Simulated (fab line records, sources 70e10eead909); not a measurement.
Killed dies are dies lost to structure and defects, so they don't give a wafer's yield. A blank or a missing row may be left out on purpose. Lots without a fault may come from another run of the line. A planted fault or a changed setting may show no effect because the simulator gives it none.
Chamber matching | flow nand_harc | NHARC_THIN_TSV_DEP_43 on pecvd-01: 3 sister chambers
The step deposits SiO2, target thk 1328.5 nm. 6 wafers are shown with their chamber, then 9 later ones without.

WAFERS WITH THEIR CHAMBER
wafer  | chamber | throttle_valve_pct (%) | chamber_pressure_Torr (Torr)
L075.4 | 2       | 15.4                   | 6.510
L083.3 | 2       | 15.3                   | 6.486
L084.6 | 0       | 16.0                   | 6.499
L086.2 | 1       | 16.7                   | 6.501
L086.4 | 0       | 16.1                   | 6.483
L086.6 | 1       | 16.5                   | 6.484

WAFERS WITHOUT THEIR CHAMBER
wafer  | throttle_valve_pct (%) | chamber_pressure_Torr (Torr)
L091.1 | 16.9                   | 6.484
L091.2 | 15.7                   | 6.480
L091.5 | 16.3                   | 6.496
L094.1 | 17.0                   | 6.484
L094.5 | 16.0                   | 6.501
L094.6 | 15.6                   | 6.508
L096.2 | 15.5                   | 6.486
L096.4 | 15.6                   | 6.493
L096.6 | 16.5                   | 6.505

WHICH CHAMBER EACH WENT THROUGH
wafer  | from the rows above     | in truth
L091.1 | 1                       | 1
L091.2 | can't be placed: 0 or 2 | 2
L091.5 | can't be placed: 0 or 1 | 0
L094.1 | 1                       | 1
L094.5 | 0                       | 0
L094.6 | 2                       | 2
L096.2 | 2                       | 2
L096.4 | can't be placed: 2 or 0 | 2
L096.6 | 1                       | 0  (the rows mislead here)
Placed correctly: 5 of 9. Can't be placed from these rows: 3 (the true chamber is among the candidates in 3). Placed wrongly: 1.
How it was worked out, from the rows above alone: a wafer's distance from a chamber is the root of the sum, over the readings, of the square of ((its reading less the chamber's mean) divided by the reading's scatter). The wafer belongs to the nearest chamber; if the next one is less than 2 further off, it can't be placed. A chamber's mean is the mean of its shown wafers. The scatter: the root of (the sum of the squares of (reading less its chamber's mean) over the shown wafers, divided by (wafers less chambers)).
